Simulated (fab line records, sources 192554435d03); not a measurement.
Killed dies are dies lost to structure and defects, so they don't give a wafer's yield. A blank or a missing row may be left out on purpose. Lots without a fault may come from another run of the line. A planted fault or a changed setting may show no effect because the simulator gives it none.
Chamber matching | flow n5_finfet | N5_BEOL_M7_CURE_75 on uv_cure-02: 3 sister chambers
The step cures SiCOH lowk, time 120 s. 6 wafers are shown with their chamber, then 12 later ones without.

WAFERS WITH THEIR CHAMBER
wafer  | chamber | lamp_power_pct (%) | wafer_temp_C_max
L082.3 | 0       | 52.21              | 372.0
L082.4 | 0       | 52.34              | 372.3
L084.2 | 1       | 52.29              | 371.8
L084.4 | 1       | 52.32              | 372.1
L087.3 | 2       | 52.40              | 372.6
L087.5 | 2       | 52.23              | 371.8

WAFERS WITHOUT THEIR CHAMBER
wafer  | lamp_power_pct (%) | wafer_temp_C_max
L089.2 | 52.33              | 371.3
L089.4 | 52.35              | 372.4
L089.5 | 52.25              | 371.3
L090.1 | 52.23              | 371.5
L090.4 | 52.33              | 372.3
L090.5 | 52.39              | 372.0
L093.1 | 52.23              | 372.8
L093.3 | 52.41              | 372.4
L093.5 | 52.29              | 373.1
L095.1 | 52.40              | 371.5
L095.2 | 52.27              | 371.8
L095.4 | 52.29              | 372.5

WHICH CHAMBER EACH WENT THROUGH
wafer  | from the rows above          | in truth
L089.2 | can't be placed: 1 or 0 or 2 | 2
L089.4 | can't be placed: 2 or 0 or 1 | 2
L089.5 | can't be placed: 1 or 0 or 2 | 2
L090.1 | can't be placed: 1 or 0 or 2 | 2
L090.4 | can't be placed: 2 or 0 or 1 | 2
L090.5 | can't be placed: 1 or 2 or 0 | 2
L093.1 | can't be placed: 0 or 2 or 1 | 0
L093.3 | can't be placed: 2 or 0 or 1 | 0
L093.5 | can't be placed: 2 or 0 or 1 | 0
L095.1 | can't be placed: 1 or 2 or 0 | 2
L095.2 | can't be placed: 1 or 0 or 2 | 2
L095.4 | can't be placed: 2 or 0 or 1 | 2
Placed correctly: 0 of 12. Can't be placed from these rows: 12 (the true chamber is among the candidates in 12). Placed wrongly: 0.
How it was worked out, from the rows above alone: a wafer's distance from a chamber is the root of the sum, over the readings, of the square of ((its reading less the chamber's mean) divided by the reading's scatter). The wafer belongs to the nearest chamber; if the next one is less than 2 further off, it can't be placed. A chamber's mean is the mean of its shown wafers. The scatter: the root of (the sum of the squares of (reading less its chamber's mean) over the shown wafers, divided by (wafers less chambers)).
